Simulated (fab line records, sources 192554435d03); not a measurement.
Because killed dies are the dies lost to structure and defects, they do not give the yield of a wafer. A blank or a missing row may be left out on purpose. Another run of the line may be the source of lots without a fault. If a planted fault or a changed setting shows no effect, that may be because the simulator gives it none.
Which tool is to blame?	flow n5-finfet	24 lots, 72 wafers sampled, at 6 steps of a route of 1938

== WHAT EACH GAUGE READ, for each wafer ==
N5_BEOL_M4_OVL_MEAS_29.
lot	measured	on	V3_OVL (nm)
L074	day 7 22:11	overlay-01	-1.1 -0.2 0.5
L075	day 7 23:01	overlay-02	-1.0 -1.2 -1.5
L076	day 8 12:04	overlay-02	0.6 0.3 -0.7
L078	day 9 06:24	overlay-02	0.9 1.3 1.0
L077	day 9 11:29	overlay-02	-1.3 -0.2 -0.9
L079	day 10 09:53	overlay-01	-0.3 -0.6 -1.2
L080	day 10 10:09	overlay-02	0.1 -0.9 0.5
L081	day 10 10:49	overlay-01	0.2 0.6 -0.1
L082	day 10 10:57	overlay-02	0.3 -0.5 -0.6
L083	day 10 21:20	overlay-02	-0.1 -1.4 0.2
L084	day 11 05:41	overlay-01	-1.3 -0.5 -0.1
L087	day 11 07:01	overlay-01	-1.0 -0.9 -1.3
L085	day 12 05:43	overlay-02	0.0 -0.7 -0.5
L086	day 12 08:27	overlay-02	0.1 0.0 0.1
L089	day 12 10:44	overlay-01	-0.2 -1.6 -0.2
L088	day 12 14:00	overlay-01	-0.6 0.3 0.7
L091	day 12 17:29	overlay-01	-0.7 -0.7 -0.3
L092	day 12 18:07	overlay-01	0.6 0.0 1.0
L090	day 12 18:40	overlay-02	-0.1 -0.9 -0.1
L093	day 13 04:40	overlay-01	-1.8 -0.5 -1.1
L095	day 13 17:49	overlay-02	0.8 -0.2 0.5
L094	day 14 04:47	overlay-01	0.1 0.7 -0.5
L096	day 14 09:44	overlay-01	-0.4 -0.6 0.1
L097	day 14 14:38	overlay-02	0.2 -0.4 -1.1

== EACH LOT AND THE TOOL THAT RAN IT (in order: tool; ch and the chambers of the sampled wafers; start) ==
lot	N5_BEOL_M3_ALD_84	N5_BEOL_M3_SPUTTER_81	N5_BEOL_M3_ANNEAL_87	N5_BEOL_M4_ETCH_64	N5_BEOL_M4_STRIP_19
L074	ald-metal-04 ch 2,3, day 7 15:25	pvd-sputter-03, day 7 16:55	pvd-sputter-03, day 7 17:13	rie-diel-06 ch 1,2,3, day 7 21:23	rie-diel-02 ch 0,3, day 7 21:46
L075	ald-metal-01 ch 0,1,2, day 7 17:18	pvd-sputter-01, day 7 18:15	pvd-sputter-01, day 7 18:33	rie-diel-02 ch 0,2,3, day 7 22:19	rie-diel-02 ch 2,3, day 7 22:36
L076	ald-metal-01 ch 0,1,3, day 8 02:32	pvd-sputter-02, day 8 03:33	pvd-sputter-02, day 8 03:51	rie-diel-05 ch 0,1,3, day 8 11:14	rie-diel-02 ch 1,3, day 8 11:31
L078	ald-metal-01 ch 1,3, day 8 22:45	pvd-sputter-01, day 9 00:43	pvd-sputter-01, day 9 01:02	rie-diel-06 ch 0,1,3, day 9 05:41	rie-diel-06 ch 1,2,3, day 9 05:59
L077	ald-metal-01 ch 2,3, day 9 06:20	pvd-sputter-03, day 9 07:25	pvd-sputter-03, day 9 07:43	rie-diel-05 ch 1,3, day 9 10:47	rie-diel-05 ch 0,3, day 9 11:04
L079	ald-metal-04 ch 1,3, day 10 02:43	pvd-sputter-02, day 10 03:40	pvd-sputter-02, day 10 03:58	rie-diel-02 ch 2,3, day 10 09:11	rie-diel-06 ch 0,2,3, day 10 09:28
L080	ald-metal-02 ch 1,2,3, day 10 02:51	pvd-sputter-01, day 10 04:16	pvd-sputter-01, day 10 04:34	rie-diel-05 ch 0,2,3, day 10 09:24	rie-diel-05 ch 0,1, day 10 09:41
L081	ald-metal-04 ch 0,2,3, day 10 05:55	pvd-sputter-01, day 10 06:52	pvd-sputter-01, day 10 07:10	rie-diel-06 ch 0,1,3, day 10 10:07	rie-diel-05 ch 0,2, day 10 10:24
L082	ald-metal-02 ch 0,2, day 10 05:59	pvd-sputter-03, day 10 07:01	pvd-sputter-03, day 10 07:19	rie-diel-05 ch 0,1,3, day 10 10:15	rie-diel-06 ch 0,1,2, day 10 10:32
L083	ald-metal-04 ch 0,1,2, day 10 15:45	pvd-sputter-03, day 10 16:39	pvd-sputter-03, day 10 16:57	rie-diel-06 ch 0,1,2, day 10 20:30	rie-diel-06 ch 0,1,3, day 10 20:47
L084	ald-metal-02 ch 2,3, day 10 22:11	pvd-sputter-02, day 10 23:08	pvd-sputter-02, day 10 23:26	rie-diel-02 ch 0,1,3, day 11 04:52	rie-diel-06 ch 0,3, day 11 05:16
L087	ald-metal-04 ch 1,2, day 11 01:10	pvd-sputter-02, day 11 02:08	pvd-sputter-02, day 11 02:26	rie-diel-02 ch 0,3, day 11 06:08	rie-diel-05 ch 2,3, day 11 06:28
L085	ald-metal-04 ch 0,1,3, day 11 23:52	pvd-sputter-02, day 12 00:56	pvd-sputter-02, day 12 01:14	rie-diel-02 ch 1,2,3, day 12 04:51	rie-diel-05 ch 0,1,3, day 12 05:08
L086	ald-metal-01 ch 1,2,3, day 12 00:44	pvd-sputter-02, day 12 02:46	pvd-sputter-02, day 12 03:04	rie-diel-05 ch 0,1, day 12 07:37	rie-diel-05 ch 0,1, day 12 07:55
L089	ald-metal-01 ch 0,3, day 12 04:13	pvd-sputter-01, day 12 05:11	pvd-sputter-01, day 12 05:29	rie-diel-05 ch 2,3, day 12 08:56	rie-diel-02 ch 0,3, day 12 09:22
L088	ald-metal-02 ch 0,1,2, day 12 04:44	pvd-sputter-02, day 12 06:01	pvd-sputter-02, day 12 06:19	rie-diel-05 ch 1,3, day 12 13:09	rie-diel-02 ch 0,2,3, day 12 13:26
L091	ald-metal-01 ch 0,2,3, day 12 08:10	pvd-sputter-01, day 12 11:01	pvd-sputter-01, day 12 11:19	rie-diel-06 ch 0,1,3, day 12 16:47	rie-diel-05 ch 0,3, day 12 17:05
L092	ald-metal-04 ch 1,2, day 12 13:02	pvd-sputter-01, day 12 14:00	pvd-sputter-01, day 12 14:18	rie-diel-05 ch 0,1,3, day 12 17:24	rie-diel-05 ch 0,3, day 12 17:41
L090	ald-metal-01 ch 0,2,3, day 12 13:31	pvd-sputter-02, day 12 14:31	pvd-sputter-02, day 12 14:49	rie-diel-06 ch 1,2,3, day 12 17:50	rie-diel-05 ch 1,3, day 12 18:07
L093	ald-metal-02 ch 0,2,3, day 12 20:31	pvd-sputter-01, day 12 21:31	pvd-sputter-01, day 12 21:49	rie-diel-05 ch 0,3, day 13 03:48	rie-diel-06 ch 1,2, day 13 04:07
L095	ald-metal-01 ch 0,3, day 13 09:13	pvd-sputter-01, day 13 10:10	pvd-sputter-01, day 13 10:28	rie-diel-02 ch 1,2,3, day 13 16:36	rie-diel-05 ch 0,2,3, day 13 17:16
L094	ald-metal-04 ch 1,3, day 13 17:39	pvd-sputter-03, day 13 23:16	pvd-sputter-03, day 13 23:34	rie-diel-06 ch 0,2,3, day 14 03:45	rie-diel-06 ch 1,2, day 14 04:15
L096	ald-metal-02 ch 0,1,2, day 14 03:58	pvd-sputter-03, day 14 05:19	pvd-sputter-03, day 14 05:37	rie-diel-02 ch 0,2,3, day 14 08:55	rie-diel-05 ch 0,2,3, day 14 09:12
L097	ald-metal-02 ch 0,3, day 14 08:21	pvd-sputter-02, day 14 09:20	pvd-sputter-02, day 14 09:38	rie-diel-05 ch 1,2, day 14 13:41	rie-diel-06 ch 0,1,3, day 14 14:06
- N5_BEOL_M3_ALD_84: deposits TaN, pulse time 2 s, purge time 3 s, co reactant purge time 2 s.
- N5_BEOL_M3_SPUTTER_81: material Cu, target thk 4.5 nm, time 8.29 s.
- N5_BEOL_M3_ANNEAL_87: time 240 s.
- N5_BEOL_M4_ETCH_64: etches SOC in N2/H2, target depth 75 nm, overetch 22.5 nm, time 121.9 s.
- N5_BEOL_M4_STRIP_19: strips in O2.

== WHAT THE TOOLS THEMSELVES READ (means of the sampled wafers that have a number; where no wafer has one, the mark that the record gives instead) ==
N5_BEOL_M3_ALD_84.
lot	tool	heater-power-w (W)	precursor-vessel-pressure-torr (Torr)
L074	ald-metal-04	356	26.22
L075	ald-metal-01	379	26.27
L076	ald-metal-01	372	26.28
L078	ald-metal-01	377	26.26
L077	ald-metal-01	414	26.28
L079	ald-metal-04	378	26.30
L080	ald-metal-02	377	26.24
L081	ald-metal-04	388	26.29
L082	ald-metal-02	419	26.23
L083	ald-metal-04	412	26.23
L084	ald-metal-02	361	26.24
L087	ald-metal-04	404	26.22
L085	ald-metal-04	390	26.24
L086	ald-metal-01	377	26.22
L089	ald-metal-01	394	26.26
L088	ald-metal-02	397	26.23
L091	ald-metal-01	408	26.24
L092	ald-metal-04	406	26.30
L090	ald-metal-01	402	26.27
L093	ald-metal-02	390	26.27
L095	ald-metal-01	386	26.26
L094	ald-metal-04	352	26.24
L096	ald-metal-02	405	26.23
L097	ald-metal-02	416	26.22

N5_BEOL_M3_SPUTTER_81.
lot	tool	throttle-valve-pct (%)
L074	pvd-sputter-03	30.2
L075	pvd-sputter-01	30.9
L076	pvd-sputter-02	30.4
L078	pvd-sputter-01	30.1
L077	pvd-sputter-03	30.4
L079	pvd-sputter-02	30.3
L080	pvd-sputter-01	28.9
L081	pvd-sputter-01	29.1
L082	pvd-sputter-03	29.8
L083	pvd-sputter-03	29.6
L084	pvd-sputter-02	30.2
L087	pvd-sputter-02	30.4
L085	pvd-sputter-02	30.4
L086	pvd-sputter-02	29.4
L089	pvd-sputter-01	29.7
L088	pvd-sputter-02	30.4
L091	pvd-sputter-01	31.1
L092	pvd-sputter-01	31.0
L090	pvd-sputter-02	30.8
L093	pvd-sputter-01	29.2
L095	pvd-sputter-01	30.0
L094	pvd-sputter-03	29.8
L096	pvd-sputter-03	29.5
L097	pvd-sputter-02	30.5

N5_BEOL_M3_ANNEAL_87.
lot	tool	heater-power-w (W)
L074	pvd-sputter-03	792
L075	pvd-sputter-01	859
L076	pvd-sputter-02	765
L078	pvd-sputter-01	914
L077	pvd-sputter-03	788
L079	pvd-sputter-02	770
L080	pvd-sputter-01	957
L081	pvd-sputter-01	931
L082	pvd-sputter-03	813
L083	pvd-sputter-03	823
L084	pvd-sputter-02	842
L087	pvd-sputter-02	762
L085	pvd-sputter-02	874
L086	pvd-sputter-02	921
L089	pvd-sputter-01	906
L088	pvd-sputter-02	773
L091	pvd-sputter-01	847
L092	pvd-sputter-01	833
L090	pvd-sputter-02	821
L093	pvd-sputter-01	945
L095	pvd-sputter-01	897
L094	pvd-sputter-03	833
L096	pvd-sputter-03	830
L097	pvd-sputter-02	764

N5_BEOL_M4_ETCH_64.
lot	tool	drypump-motor-current-A (A)	h2-flow-sccm (sccm)	oes-product-au (a.u.)	rf-vpp-V (V)	showerhead-plenum-p-Torr (Torr)	throttle-valve-pct (%)
L074	rie-diel-06	6.0	200.4	0.58	524.3	2.55	17.76
L075	rie-diel-02	5.8	200.6	0.63	526.5	2.63	17.75
L076	rie-diel-05	5.7	200.2	0.59	524.4	2.55	17.94
L078	rie-diel-06	5.8	199.9	0.62	524.5	2.57	17.75
L077	rie-diel-05	5.3	200.4	0.62	525.0	2.58	17.89
L079	rie-diel-02	6.0	200.4	0.65	525.7	2.61	17.65
L080	rie-diel-05	5.7	199.7	0.57	523.4	2.54	17.89
L081	rie-diel-06	5.8	200.6	0.62	523.8	2.56	17.77
L082	rie-diel-05	5.6	200.0	0.58	524.5	2.55	17.96
L083	rie-diel-06	5.9	200.2	0.61	524.3	2.56	17.79
L084	rie-diel-02	5.5	200.1	0.57	524.6	2.58	17.84
L087	rie-diel-02	6.0	200.9	0.61	527.5	2.64	17.67
L085	rie-diel-02	5.7	199.5	0.59	525.6	2.57	17.73
L086	rie-diel-05	5.9	199.8	0.54	523.0	2.51	18.05
L089	rie-diel-05	5.4	199.5	0.55	523.3	2.54	17.88
L088	rie-diel-05	5.3	200.6	0.60	524.0	2.57	17.93
L091	rie-diel-06	5.8	200.4	0.60	524.6	2.55	17.80
L092	rie-diel-05	5.6	200.4	0.57	524.0	2.54	18.01
L090	rie-diel-06	6.0	200.0	0.56	523.7	2.53	17.82
L093	rie-diel-05	5.9	199.8	0.56	524.9	2.54	17.99
L095	rie-diel-02	5.7	200.5	0.67	524.7	2.57	17.60
L094	rie-diel-06	6.0	199.8	0.56	522.5	2.51	17.86
L096	rie-diel-02	5.8	199.2	0.63	525.3	2.60	17.69
L097	rie-diel-05	5.5	200.2	0.65	522.6	2.50	17.67

N5_BEOL_M4_STRIP_19.
lot	tool	drypump-motor-current-A (A)	oes-product-au (a.u.)	rf-vpp-V (V)	showerhead-plenum-p-Torr (Torr)	throttle-valve-pct (%)
L074	rie-diel-02	6.0	0.87	3.3	2.21	16.67
L075	rie-diel-02	6.1	0.93	3.6	2.20	16.53
L076	rie-diel-02	5.4	0.78	3.5	2.13	16.70
L078	rie-diel-06	5.9	0.76	4.0	2.09	16.63
L077	rie-diel-05	5.9	0.77	3.5	2.11	16.82
L079	rie-diel-06	6.0	0.77	3.3	2.09	16.73
L080	rie-diel-05	5.7	0.73	3.7	2.09	16.94
L081	rie-diel-05	5.8	0.69	3.3	2.09	16.86
L082	rie-diel-06	6.0	0.81	3.4	2.10	16.56
L083	rie-diel-06	5.8	0.80	3.8	2.11	16.59
L084	rie-diel-06	5.8	0.76	4.1	2.10	16.78
L087	rie-diel-05	5.4	0.79	4.0	2.11	16.56
L085	rie-diel-05	5.6	0.75	3.3	2.10	16.80
L086	rie-diel-05	5.7	0.71	3.7	2.08	16.97
L089	rie-diel-02	5.6	0.91	3.6	2.17	16.58
L088	rie-diel-02	5.8	0.87	3.9	2.16	16.61
L091	rie-diel-05	5.9	0.74	3.5	2.10	16.87
L092	rie-diel-05	5.9	0.74	3.9	2.10	16.86
L090	rie-diel-05	5.4	0.76	3.6	2.08	16.78
L093	rie-diel-06	6.1	0.73	3.5	2.07	16.65
L095	rie-diel-05	5.7	0.82	3.7	2.09	16.63
L094	rie-diel-06	6.1	0.72	3.6	2.07	16.67
L096	rie-diel-05	5.7	0.81	3.5	2.09	16.66
L097	rie-diel-06	5.8	0.77	3.5	2.10	16.65

== THE ANSWER, worked out from the rows above alone ==
Rule: the lots themselves supply what counts as usual. Put in order of their means at a reading, lots are off if they are a third of the lots or fewer, leave a main group of 4 or more, and stand apart from it by a gap of 3 or more times the standard deviation of the main group's means; of several such gaps the widest counts. The tables above print the reading to a certain number of digits; a main group whose means all agree to those digits is not used. A lot without any number at a reading at which 4 lots or more have one is off too. Any other lot the step has rows for is counted as sound. After the gauges, taken in route order, come the tools' own readings; for these a lot's mean is taken, as printed above. At the first step where some lot is off, the reading lying furthest off is the one used; lots without a number count as furthest.
None of the lots is off at any reading shown; this tells nothing.

== WHAT WAS PUT IN BY THE SIMULATOR ==
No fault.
